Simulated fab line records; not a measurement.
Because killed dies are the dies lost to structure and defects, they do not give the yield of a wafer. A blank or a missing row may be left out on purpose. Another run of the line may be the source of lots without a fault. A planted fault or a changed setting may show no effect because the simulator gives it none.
Which of the tools did it? ; flow n5 finfet ; 10 lots with 30 wafers sampled at 3 steps, on a route of 1938 steps

== WHAT EACH GAUGE READ, for each wafer ==
N5_BEOL_M4_RC_MEAS_101.
lot;measured;on;CJ_N
L777;day 9 17:05;prober-01;4.35 4.35 4.33
L779;day 10 18:52;prober-01;4.45 4.38 4.45
L780;day 10 18:29;prober-02;4.39 4.30 4.43
L781;day 11 08:04;prober-01;4.35 4.36 4.48
L782;day 10 16:16;prober-01;4.39 4.33 4.32
L784;day 11 23:50;prober-01;4.42 4.48 4.47
L790;day 13 11:38;prober-02;5.11 5.26 5.30
L791;day 13 11:45;prober-01;5.23 5.20 5.18
L792;day 13 12:34;prober-02;5.24 5.18 5.14
L795;day 13 19:12;prober-01;4.19 4.33 4.37

== EACH LOT AND THE TOOL THAT RAN IT (in order: tool; ch and the chambers of the sampled wafers; start) ==
lot;N5_WELL_APT_IMPLANT_32;N5_WELL_APT_RTA_34
L777;implanter-01 ch 0, day 2 15:26;rtp anneal-02 ch 0, day 2 16:11
L779;implanter-01 ch 0, day 3 04:09;rtp anneal-02 ch 0, day 3 04:39
L780;implanter-02 ch 0, day 3 10:00;rtp anneal-02 ch 0, day 3 10:32
L781;implanter-01 ch 0, day 3 15:25;rtp anneal-02 ch 0, day 3 16:06
L782;implanter-01 ch 0, day 3 22:19;rtp anneal-02 ch 0, day 3 22:55
L784;implanter-02 ch 0, day 4 09:16;rtp anneal-02 ch 0, day 4 09:46
L790;implanter-01 ch 0, day 5 21:31;rtp anneal-02 ch 0, day 5 22:44
L791;implanter-01 ch 0, day 6 03:28;rtp anneal-01 ch 0, day 6 03:56
L792;implanter-01 ch 0, day 6 09:44;rtp anneal-02 ch 0, day 6 10:45
L795;implanter-02 ch 0, day 7 04:31;rtp anneal-02 ch 0, day 7 04:59
- N5_WELL_APT_IMPLANT_32
- N5_WELL_APT_RTA_34: time 10 s.

== THE ANSWER, worked out from the rows above alone ==
Rule: the lots themselves supply what counts as usual. The widest of any qualifying gaps counts: lots, ordered by their means at a reading, are off when they make up no more than a third of the lots, leave a main group of 4 or more, and stand apart from it by 3 or more times the standard deviation of that group's means. If all means in a main group match to the digits the tables above print for the reading, that group is not used. A lot without any number at a reading at which 4 lots or more have one is off too. The other lots that the step has rows for count as sound.
Off: at N5_BEOL_M4_RC_MEAS_101 (CJ_N), L790, L791, L792. For the main group the mean is 4.38 and the standard deviation 0.05.
If a tool, at a process step before that reading, ran all the lots that are off and no sound lot after the first of them, it fits. The gauges at N5_BEOL_M4_RC_MEAS_101 are tried like those tools. One candidate fits, namely implanter-01 at N5_WELL_APT_IMPLANT_32. A fault onset in the window from L782 (day 3 22:19, its last sound lot) to L790 (day 5 21:31, its first lot off) fits.

== WHAT THE SIMULATOR HAD PUT IN ==
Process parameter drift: implanter-01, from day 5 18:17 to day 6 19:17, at N5_WELL_APT_IMPLANT_32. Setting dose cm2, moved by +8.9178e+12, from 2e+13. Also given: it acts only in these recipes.
Struck lots among those shown: L790, L791, L792. This agrees with what the rule above found.
